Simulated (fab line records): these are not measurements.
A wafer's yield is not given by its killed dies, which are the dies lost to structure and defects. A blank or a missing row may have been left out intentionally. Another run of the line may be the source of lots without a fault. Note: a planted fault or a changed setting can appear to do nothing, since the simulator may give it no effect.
Matching of chambers || flow nand-harc || NHARC_P_M0_PRE_CLEAN_31 on pecvd-03 has 3 sister chambers
The step time 12 s. 6 wafers are shown with their chamber, then 12 later ones without.

EACH WAFER AND ITS CHAMBER
{"wafer": "L087.1", "chamber": 1, "heater-power-w (W)": 699}
{"wafer": "L089.1", "chamber": 0, "heater-power-w (W)": 711}
{"wafer": "L089.5", "chamber": 0, "heater-power-w (W)": 715}
{"wafer": "L090.3", "chamber": 2, "heater-power-w (W)": 647}
{"wafer": "L090.4", "chamber": 1, "heater-power-w (W)": 694}
{"wafer": "L090.5", "chamber": 2, "heater-power-w (W)": 641}

WAFERS WITHOUT THEIR CHAMBER
{"wafer": "L091.1", "heater-power-w (W)": 553}
{"wafer": "L091.2", "heater-power-w (W)": 806}
{"wafer": "L091.6", "heater-power-w (W)": 547}
{"wafer": "L094.1", "heater-power-w (W)": 705}
{"wafer": "L094.3", "heater-power-w (W)": 645}
{"wafer": "L094.4", "heater-power-w (W)": 747}
{"wafer": "L095.2", "heater-power-w (W)": 721}
{"wafer": "L095.3", "heater-power-w (W)": 752}
{"wafer": "L095.6", "heater-power-w (W)": 549}
{"wafer": "L097.1", "heater-power-w (W)": 635}
{"wafer": "L097.2", "heater-power-w (W)": 743}
{"wafer": "L097.4", "heater-power-w (W)": 777}

WHICH CHAMBER EACH WENT THROUGH
{"wafer": "L091.1", "from the rows above": 2, "in truth": 2}
{"wafer": "L091.2", "from the rows above": 0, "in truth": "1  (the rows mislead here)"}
{"wafer": "L091.6", "from the rows above": 2, "in truth": 2}
{"wafer": "L094.1", "from the rows above": "can't be placed: 0 or 1", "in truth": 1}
{"wafer": "L094.3", "from the rows above": 2, "in truth": 2}
{"wafer": "L094.4", "from the rows above": 0, "in truth": 0}
{"wafer": "L095.2", "from the rows above": 0, "in truth": 0}
{"wafer": "L095.3", "from the rows above": 0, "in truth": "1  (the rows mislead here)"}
{"wafer": "L095.6", "from the rows above": 2, "in truth": 2}
{"wafer": "L097.1", "from the rows above": 2, "in truth": 2}
{"wafer": "L097.2", "from the rows above": 0, "in truth": 0}
{"wafer": "L097.4", "from the rows above": 0, "in truth": 0}
Correctly placed: 9 of 12. Cannot be placed on the basis of these rows: 1; the candidates contain the true chamber in 1. Placed wrongly: 2.
How it was worked out, from the rows above alone: a wafer's distance from a chamber is the root of the sum, over the readings, of the square of ((its reading less the chamber's mean) divided by the reading's scatter). If the next closest chamber is less than 2 further off than the closest, the wafer can't be placed; otherwise it belongs to the closest. The mean given for a chamber averages the wafers shown for that chamber. How the scatter is found: for the shown wafers, subtract from each reading the mean of its chamber, square and add these, divide the total by (wafers less chambers), then take the root.
